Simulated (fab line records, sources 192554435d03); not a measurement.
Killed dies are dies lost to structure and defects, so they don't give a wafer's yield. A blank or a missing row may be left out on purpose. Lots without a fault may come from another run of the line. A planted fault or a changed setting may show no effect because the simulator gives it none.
fab line records | flow n5_finfet
record lots=4 wafers=12 last_day=16
route steps=1938 shown BEOL_M10@1500 BEOL_M11@1536 PASSIVATION@1936
lots that met no fault: from a run of the same line without faults
start_h: hours from the record's first day to the start of the lot's first wafer shown | wait_h: hours since the lot's step before | " the same as in the row above | L1.1+2: a row that stands for several wafers | - no value, or no start given | * or withheld: withheld | < > ~ a bound
route shown NAME@n: a module of which the file shows steps, and the number in the route of the first | usual: mean/standard deviation of fault-free wafers | same: alike in all rows | chamber/n: place in a boat | sites: the reading at each site | _std_site: their standard deviation | _edge_site: outer sites' mean less inner sites' | radius_mm: how far each site lies from the wafer's centre | mask NAME#n: copy n | behind: the tool/chamber that last shaped the wafer | hold: why the lot was held/for how many hours/how that ended | device: the transistor (n, p or np) that didn't switch | end of line: the same wafers' tests at the end of the route | a step without rows: its recipe alone | killed: dies lost to structure and defects at the first sort, not the wafer's yield | map: a wafer's dies, x killed, . not, _ none there
set.NAME: the setting as run; set.NAME@STEP: as run at that earlier step | model.NAME: the simulator's own value behind a step, which no gauge read
lots at some steps of the route; a table a step, a row a wafer
services: from which hour (start_h, from the record's first day; less than 0 if before it) a tool's chamber was out of use, for how many hours, and why
## steps
# step N5_BEOL_M10_PEB_26
# recipe peb_temp_c=withheld peb_time_s=60 resist=CAR-ArF
# step N5_BEOL_M10_DEVELOP_27
# recipe develop_time_s=30 developer=TMAH resist=CAR-ArF rinse_liquid=diw dry=air_spin dev_temp_c=23
# step N5_BEOL_M10_DESCUM_33
# recipe chemistry=O2 time_s=7.9 source_power_w=50 bias_power_w=20 pressure_mtorr=20 rf_frequency_hz=2.712e+07 temp_c=40 resist=CAR-ArF o2_flow_sccm=225
# step N5_BEOL_M10_ETCH_65
# recipe chemistry=CF4 target=SiARC target_depth_a=390 mask_material=CAR-ArF time_s=65 ion_energy_ev=80 pressure_mtorr=40 source_w=545 bias_w=36 Ar_flow_sccm=100 cf4_flow_sccm=100 ends=cleared
# step N5_BEOL_M10_ETCH_66
# recipe chemistry=N2/H2 target=SOC target_depth_a=1200 overetch_a=240 mask_material=SiARC temp_c=40 time_s=180 ion_energy_ev=200 pressure_mtorr=30 source_w=840 bias_w=150 n2_flow_sccm=200 h2_flow_sccm=200
# step N5_BEOL_M10_STRIP_69
# recipe chemistry=N2/H2 temp_c=40 n2_flow_sccm=200 h2_flow_sccm=200 rf_frequency_hz=6e+07
# step N5_BEOL_M10_VIA_ETCH_34
# recipe chemistry=C4F6/O2 target=SiCOH_lowk target_depth_a=1845 mask_material=SOC taper_deg=4 time_s=69.2 ion_energy_ev=250 pressure_mtorr=30 source_w=345 bias_w=185 Ar_flow_sccm=300 C4F6_flow_sccm=10 O2_flow_sccm=10
# step N5_BEOL_M10_STRIP_73
# recipe chemistry=C4F6/O2 resist=SiARC rf_frequency_hz=6e+07
# step N5_BEOL_M10_STRIP_36
# recipe chemistry=N2/H2 power_w=450 temp_c=40 pressure_mtorr=20 rf_frequency_hz=6e+07 overash_fraction=0.3 bias_power_w=7 h2_frac=0.5 n2_flow_sccm=200 h2_flow_sccm=200
# step N5_BEOL_M10_TRENCH_ETCH_37
# recipe chemistry=C4F6/O2 target_depth_a=1488.3 target=SiCOH_lowk time_s=48 ion_energy_ev=250 pressure_mtorr=30 source_w=345 bias_w=185 Ar_flow_sccm=300 C4F6_flow_sccm=10 O2_flow_sccm=10
# usual bias_w=185.0/0.58 drypump_motor_current_A=5.7/0.44 oes_product_au=0.79/0.081 rf_vpp_V=663/5.9 showerhead_plenum_p_Torr=2.87/0.1 throttle_valve_pct=20.94/0.23
# columns lot.wafer tool chamber start_h wait_h bias_w drypump_motor_current_A oes_product_au rf_hours_counter_h rf_vpp_V showerhead_plenum_p_Torr throttle_valve_pct
L583.1 rie_diel-01 3 240.94 - 185.3 6.2 0.76 155 670 2.95 20.90
L583.2 " 0 " " 184.8 5.6 0.71 205 657 2.72 21.21
L583.4 " 3 " " 185.0 6.2 0.75 - 670 2.95 20.89
L588.2 rie_diel-01 1 272.64 - 186.0 5.6 0.80 96 674 2.98 20.77
L588.4 " 3 " " 184.7 6.2 0.74 167 670 2.94 20.92
L588.6 " 1 " " 185.2 5.6 0.80 - 674 2.98 20.76
L591.1 rie_diel-01 3 292.12 - 184.5 6.2 0.73 174 671 2.94 20.92
L591.3 " 2 " " 186.8 5.0 0.95 8 657 2.91 20.91
L591.4 " 1 " " 185.1 5.6 0.79 102 672 2.98 20.77
L600.4 rie_diel-02 2 344.13 - 185.4 6.1 0.74 168 666 2.96 20.89
L600.5 " 1 " " 183.8 6.5 0.92 - 657 2.90 20.64
L600.6 " 0 " " 183.9 5.5 0.86 - 665 3.01 20.68
# step N5_BEOL_M10_ETCH_41
# recipe chemistry=CH3F/O2 target=SiCN target_depth_a=426 taper_deg=2 time_s=86 ion_energy_ev=120 mask_material=TiN pressure_mtorr=30 source_w=395 bias_w=75 Ar_flow_sccm=150 CH3F_flow_sccm=30 O2_flow_sccm=20
# step N5_BEOL_M10_STRIP_77
# recipe chemistry=N2/H2 time_s=10 power_w=450 temp_c=40 pressure_mtorr=20 rf_frequency_hz=6e+07 bias_power_w=7 n2_flow_sccm=200 h2_flow_sccm=200
# step N5_BEOL_M10_HM_STRIP_39
# recipe chemistry=peroxide_tin_strip material=TiN target_depth_a=250 temp_c=50 time_s=158
# step N5_BEOL_M10_SRD_40
# recipe time_s=30 temp_c=23 rinse_liquid=diw dry=ipa_marangoni
# step N5_BEOL_M10_PRECLEAN_42
# recipe chemistry=residue_remover time_s=60 temp_c=40
# step N5_BEOL_M10_SRD_43
# recipe time_s=30 temp_c=23 rinse_liquid=diw dry=ipa_marangoni
# step N5_BEOL_M10_CURE_72
# recipe temp_c=370 time_s=120 ambient=DMADMS/He material=SiCOH_lowk
# step N5_BEOL_M10_DEGAS_44
# recipe ambient=vacuum temp_c=250 time_s=60
# step N5_BEOL_M10_PRE_CLEAN_45
# recipe gas=H2/He time_s=30 temp_c=250
# step N5_BEOL_M10_ALD_74
# recipe material=TaN target_thk_a=20 temp_c=275 ald_precursor_family=PDMAT ald_co_reactant=NH3 pressure_torr=3 carrier_flow_sccm=1500 pulse_time_s=2 purge_time_s=3 co_reactant_purge_time_s=2 co_reactant_pulse_time_s=3 ald_cycles=40 precursor_vessel_temp_c=75 precursor_vessel_pressure_torr=26.25 precursor_vessel_carrier_sccm=1000
# step N5_BEOL_M10_SURFACE_TREAT_76
# recipe gas=Ar time_s=* ion_energy_ev=* ion_current_ma_cm2=0.5 pressure_mtorr=* ar_flow_sccm=30
# step N5_BEOL_M10_CVD_75
# recipe material=Co target_thk_a=20 temp_c=withheld precursor=CCTBA/H2 pressure_torr=30 time_s=138.9
# step N5_BEOL_M10_SPUTTER_48
# recipe material=Cu target_thk_a=120 temp_c=-20 bias_v=60 power_w=26000 chamber_pressure_pa=0.13 time_s=2
# step N5_BEOL_M10_ECD_50
# recipe material=Cu target_thk_a=3180
# step N5_BEOL_M10_ANNEAL_51
# recipe temp_c=225 time_s=90 ambient=N2
# step N5_BEOL_M10_CMP_52
# recipe stop_on=SiCOH_lowk t_overpolish_s=7 down_force_psi=1 platen_rpm=50 clearing_platen_down_force_psi=1.5 clearing_platen_rpm=50 post_cmp_clean=cu_alkaline target_thk_nm=140 clearing_platen_pad_velocity_m_s=0.99484 pad_velocity_m_s=0.99484
# step N5_BEOL_M10_PRE_CLEAN_55
# recipe gas=NH3 time_s=15 temp_c=withheld rf_power_w=300
# step N5_BEOL_M10_DEP_56
# recipe material=SiCN target_thk_a=150 temp_c=withheld precursor=3MS/NH3 pressure_torr=3 rf_w=202 time_s=26.5
# step N5_BEOL_M11_ILD_DEP_00
# recipe material=SiCOH_lowk target_thk_a=3085.1 temp_c=300 precursor=DEMS/porogen pressure_torr=5 rf_w=500 time_s=58
# step N5_BEOL_M11_CURE_71
# recipe temp_c=385 time_s=240 ambient=He/Ar material=SiCOH_lowk
# step N5_BEOL_M11_PECVD_70
# recipe material=SiO2 target_thk_a=200 temp_c=400 precursor=TEOS/O2 pressure_torr=5.5 rf_w=450 teos_flow_sccm=53.8 gas=O2 flow_sccm=3000 time_s=22.7
# step N5_BEOL_M11_HM_DEP_02
# recipe material=TiN target_thk_a=200 temp_c=25 chamber_pressure_pa=0.49996
# step N5_BEOL_M11_COAT_59
# recipe resist=SOC temp_c=250 time_s=60 spin_rpm=1500 resist_thk_nm=100
# step N5_PASSIVATION_PROBE_49
# usual defect_limited_yield=91.2/1.4 killed_at_M0_to_M3=34/9.4 killed_at_M4_up=13/5.8 killed_at_contacts=13/6.4 killed_at_front_end=41/11 killed_at_other=3.1/2.3 killed_dies=103/16 killed_on_rim=13/3.4 killed_open=69/12 killed_short=33/7.8 sort_bin_5_function=5.1/0.91 sort_bin_6_memory=3.3/0.63 sort_n_pass=1077/16 sort_yield_pct=91.2/1.4
# same gross_dies=1180 killed_at_back_side=0 sort_bin_4_leakage[%]=0 sort_bin_8_speed[%]=0
# columns lot.wafer tool chamber start_h wait_h defect_limited_yield[%] killed_at_M0_to_M3 killed_at_M4_up killed_at_contacts killed_at_front_end killed_at_other killed_dies killed_on_rim killed_open killed_short sort_bin_5_function[%] sort_bin_6_memory[%] sort_n_pass sort_yield_pct[%]
L588.4 prober-01 - 320.50 0.2 84.3 36 92 14 42 1 185 39 62 36 10.5 3.3 995 84.3
L591.1 prober-01 - 343.41 0.0 85.0 23 96 10 48 0 177 29 58 31 9.0 3.1 1003 85.0
# killed by level:class
L588.4 BEOL_M10:unspecified=87 STI_FIN_REVEAL:geometric_particle:open=16 BEOL_M2:geometric_particle:open=9 MOL_CONTACT_COAG:geometric_particle:open=9 BEOL_M0_SAQP:geometric_particle:short=8 FIN_SAQP:geometric_particle:short=6 MOL_CONTACT_COAG:geometric_particle:short=5 GATE_CUT:geometric_particle:open=4
L591.1 BEOL_M10:unspecified=88 STI_FIN_REVEAL:geometric_particle:open=12 BEOL_M2:geometric_particle:open=12 FIN_SAQP:geometric_particle:short=11 MOL_CONTACT_COAG:geometric_particle:open=9 GATE_CUT:geometric_particle:open=4 DUMMY_GATE:geometric_particle:open=4 BEOL_M0_SAQP:geometric_particle:short=4
# map L588.4 (x killed, . not)
_________________...........x________________
______________..x.........x....._____________
___________x.........x...........x.__________
__________...x................x....._________
________.....x....x......x...x..x....._______
_______......xx...........x............______
______...x...x........................x._____
_____x.......x.....x.......x..x.x......x.____
____......x.........x.x.......x.x.........___
___.......................................x__
___..x...x.......x.x........x....x.........__
__.....x............x..x...................._
__.....x.................................x.x_
_.x...x..x.x.....x...........................
_..x.......x........x.x.....x................
_......x...........................x........x
_...x...................x.............x......
_...............................x.x..........
_.............x.........x...........x........
_.....................x.......x..x....xxx....
_.........................x.......xxx.xxxx..x
__.......x.......................xxxxxxxxx.x_
__x...x.......x.................x.xxxxxxxxxx_
___...............................x.xxxxxxx__
___...................x.........x.xxxxxxxxx__
____.................x......xxxxxxxxxxxxxx___
_____....x......x....x.......x...xxxxxxxx____
______............................xxxxxx_____
_______........x..................xxxxx______
________.....x......x..x.........xxxxx_______
__________.......xx...........x....x_________
___________....x...........x...x..x__________
______________.xx............x.._____________
_________________....x.....xx________________
# map L591.1 (x killed, . not)
_________________......x.....________________
______________.................._____________
___________......x....x............__________
__________.........x............x..._________
________.............................._______
_______...........x......x.x...........______
______x.........x..x...................._____
_____................x...x.............xx____
____x.x....x.......................x...x..___
___..........xx............................__
___..............x.........................__
__x.........x......................x.....xx._
__.....x............x.x....................._
_......x...............xxx...................
_.....................x........xx............
_...............x......x......x..............
_.....................................x......
_.xx..x............x..x.....x...x.........x..
_...............x...............x...x.x.....x
_...........x....x..............xx..xxx..x...
_............................x....x.x.x.xx...
__..........x.............x..xx..xxxxxxxxx.._
__............x.....x...........x.xxxxxxxxx._
___.............x.............xx.xxxxxxxxxx__
___...x...........x............xxxxxxxxxxxx__
____..x........................xxxxxxxxxxx___
_____.......x...x..............xxxxxxxxxx____
______.................x........xxxxxxxx_____
_______x...........x......x.......xxxxx______
________.x...................x...x.xxx_______
__________..x...........x..x......x._________
___________.......x.x..............__________
______________...x.............._____________
_________________...x...x....________________
## services
# columns tool chamber start_h hours kind
rie_diel-01 2 231.57 - clean
rie_diel-01 2 231.57 - consumable_replace:focus_ring
rie_diel-01 2 231.57 32.8 scheduled_down
rie_diel-01 2 231.57 32.8 vent_cycle
rie_diel-02 - 241.53 15.6 pm
rie_diel-02 1 277.02 - clean
rie_diel-02 1 277.02 - consumable_replace:focus_ring
rie_diel-02 1 277.02 15.9 scheduled_down
rie_diel-02 1 277.02 15.9 vent_cycle
## key
first_sign step=N5_PASSIVATION_PROBE_49 reading=killed_at_M4_up direction=up sigmas=14 usual=13 struck=94
effect step=N5_PASSIVATION_PROBE_49 reading=defect_limited_yield direction=down sigmas=4.8 usual=91.2 struck=84.7
more_kills_born_at N5_BEOL_M10_TRENCH_ETCH_37@rie_diel-01=175
met_at N5_BEOL_M10_TRENCH_ETCH_37
struck_wafers L588.4,L591.1
onset_between 240.94 272.64
fault kind=chamber_particle_source tool=rie_diel-01 chamber=3 onset_h=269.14 steps=N5_BEOL_M10_TRENCH_ETCH_37 rate_per_visit_cm2=0.8687 end_h=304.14
